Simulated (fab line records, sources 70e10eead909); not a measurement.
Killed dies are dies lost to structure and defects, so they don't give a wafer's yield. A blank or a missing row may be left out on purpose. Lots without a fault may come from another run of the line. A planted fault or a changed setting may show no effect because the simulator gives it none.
Which tool did it? | flow nand_harc | 12 lots, 36 wafers sampled, at 2 steps of a route of 1302

WHAT THE GAUGES READ, wafer by wafer
NHARC_A_M1_CD_MEAS_09: target cd 120 nm.
lot  | measured     | on        | cd_nm (nm)
L075 | day 23 06:48 | cd_sem-01 | 119.7 120.5 119.5
L077 | day 23 14:26 | cd_sem-03 | 120.0 120.6 120.8
L080 | day 24 19:34 | cd_sem-03 | 119.3 119.6 119.3
L081 | day 25 10:47 | cd_sem-01 | 119.7 120.4 119.7
L083 | day 26 15:08 | cd_sem-02 | 120.0 120.0 119.4
L086 | day 27 03:55 | cd_sem-01 | 120.6 120.1 120.7
L089 | day 28 02:28 | cd_sem-03 | 120.0 120.5 119.8
L088 | day 28 10:47 | cd_sem-03 | 120.6 120.3 119.7
L090 | day 30 02:53 | cd_sem-02 | 120.3 120.0 119.8
L092 | day 30 23:32 | cd_sem-01 | 118.8 119.4 119.4
L096 | day 31 08:07 | cd_sem-01 | 120.8 120.7 120.7
L097 | day 32 04:06 | cd_sem-01 | 120.3 120.5 120.4

WHICH TOOL RAN EACH LOT (tool, then ch and the chambers of the sampled wafers, then the start)
lot  | NHARC_A_M0_PVD_20
L075 | pvd_sputter-01, day 23 06:48 or earlier
L077 | pvd_sputter-02, day 23 14:26 or earlier
L080 | pvd_sputter-02, day 24 19:34 or earlier
L081 | pvd_sputter-02, day 25 10:47 or earlier
L083 | pvd_sputter-03, day 26 15:08 or earlier
L086 | pvd_sputter-01, day 27 03:55 or earlier
L089 | pvd_sputter-01, day 28 02:28 or earlier
L088 | pvd_sputter-03, day 28 10:47 or earlier
L090 | pvd_sputter-02, day 30 02:53 or earlier
L092 | pvd_sputter-01, day 30 23:32 or earlier
L096 | pvd_sputter-02, day 31 08:07 or earlier
L097 | pvd_sputter-02, day 32 04:06 or earlier
- NHARC_A_M0_PVD_20: deposits TaN, target thk 5 nm, time 8.06 s.

THE ANSWER, worked out from the rows above alone
Rule: what is usual is taken from the lots themselves. Put in order of their means at a reading, lots are off if they are a third of the lots or fewer, leave a main group of 4 or more, and stand apart from it by a gap of 3 or more times the standard deviation of the main group's means; of several such gaps the widest counts. A main group whose means are all the same, to the digits that the tables above print for the reading, isn't used. A lot without any number at a reading at which 4 lots or more have one is off too. The other lots that the step has rows for count as sound.
No lot is off at any reading shown: from this, nothing can be told.

WHAT THE SIMULATOR HAD PUT IN
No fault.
